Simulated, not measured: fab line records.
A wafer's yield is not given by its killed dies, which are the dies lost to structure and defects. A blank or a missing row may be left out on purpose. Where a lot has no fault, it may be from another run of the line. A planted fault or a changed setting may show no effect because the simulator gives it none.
Comparing a struck lot with a sound one	flow nandHarc	18 steps out of a route of 1302
Sound: wafers L479.1, L479.4, L479.5. Struck: wafers L483.2, L483.3, L483.6. At the end, the cause is stated.
For every step that has rows: the tool of each side, followed by ch and its chambers, followed by its first start. Under that, the readings that differ: sound wafers	struck wafers	difference of the means	sigmas: that difference in standard deviations of wafers without a fault.
alike: words and numbers the same on both sides, and readings whose means are apart by under 2 such deviations; not compared: readings that were withheld, readings missing a value for some wafer, numbers with overlapping values and no deviation given by the record, and bounds like >300 which may hide the same value.
The two part at a step that has a row with sigmas, a row that says differs or no value, or rows on one side only. Numbers that have no deviation but don't overlap get no sigmas and don't part them. A reading that every wafer of one side lacks parts them only if that side has two wafers or more.

NHARC_A_CONTACT_ETCH_106: etches the open film in CF4/O2, target depth 90 nm, overetch 9 nm, time 49.5 s.
  sound on rieDiel-07 ch 0,1,3, day 24 00:49; struck on rieDiel-04 ch 1,2,3, day 26 12:39
reading	sound	struck	difference	sigmas
oesProductAu (a.u.)	1.013 1.001 1.012	0.983 0.992 0.994	-0.019	-2
  alike: drypumpMotorCurrentA, mfcArSccm, rfVppV, showerheadPlenumPTorr, throttleValvePct
  not compared: rfHoursCounterH
NHARC_A_CONTACT_STRIP_82: strips in O2.
  sound on rieDiel-07 ch 0,2,3; struck on rieDiel-04 ch 0,1,2
  alike: drypumpMotorCurrentA, mfcArSccm, oesProductAu, rfVppV, showerheadPlenumPTorr, throttleValvePct
  not compared: rfHoursCounterH
then, 1 step without rows for these wafers: NHARC_A_CONTACT_STRIP_83 (strips in post etch residue remover, time 600 s).
NHARC_A_CONTACT_DEP_84: deposits aC, target thk 2800 nm.
  sound on aclDep-03 ch 0, day 24 06:14; struck on aclDep-03 ch 0, day 26 21:04
  alike: throttleValvePct
NHARC_A_CONTACT_DEP_85: deposits SiON, target thk 60 nm.
  sound on pecvd-01 ch 0,2, day 24 08:02; struck on pecvd-02 ch 0,1, day 26 22:31
reading	sound	struck	difference	sigmas
heaterPowerW (W)	872 777 871	731 604 715	-157	-2
then, 7 steps without rows for these wafers: NHARC_A_CONTACT_DEHYDRATE_00 (time 120 s); NHARC_A_CONTACT_HMDS_01 (time 30 s); NHARC_A_CONTACT_COAT_86 (time 75 s); NHARC_A_CONTACT_COAT_87 (time 65 s); NHARC_A_CONTACT_COAT_02 (resist thk 90 nm); NHARC_A_CONTACT_SOFTBAKE_03 (time 55 s); NHARC_A_CONTACT_EBR_04.
NHARC_A_CONTACT_EXPOSE_05: exposes mask A CC.
  sound on arfiScanner-02 ch 0, day 24 08:26; struck on arfiScanner-01 ch 0, day 26 22:59
reading	sound	struck	difference	sigmas
exposureDoseMJCm2	84.05 84.16 84.09	86.76 86.70 86.78	+2.65	+34
  alike: mask
then, 2 steps without rows for these wafers: NHARC_A_CONTACT_PEB_06 (peb time 65 s); NHARC_A_CONTACT_DEVELOP_07 (develop time 35 s).
NHARC_A_CONTACT_CD_MEAS_08: target cd 200 nm.
  sound on cdSem-02 ch 0, day 24 08:34; struck on cdSem-02 ch 0, day 26 23:07
reading	sound	struck	difference	sigmas
cdNm (nm)	199.9 199.8 199.3	202.2 202.2 202.4	+2.6	+6
NHARC_A_CONTACT_OVL_MEAS_09:
  sound on overlay-02 at day 24 08:40; struck on overlay-02 at day 26 23:12
reading	sound	struck	difference	sigmas
overlayXNm (nm)	1.6 1.7 1.2	-0.4 -0.4 -1.0	-2.1	-3
  alike: overlayYNm
NHARC_END_SORT_01:
  the record has rows for the sound wafers here (prober-01 ch 0, day 26 12:16) and none for the struck ones

== WHERE THEY PART ==
Earliest at NHARC_A_CONTACT_ETCH_106; latest, in this record, at NHARC_END_SORT_01.

WHY: whatever the simulator had introduced
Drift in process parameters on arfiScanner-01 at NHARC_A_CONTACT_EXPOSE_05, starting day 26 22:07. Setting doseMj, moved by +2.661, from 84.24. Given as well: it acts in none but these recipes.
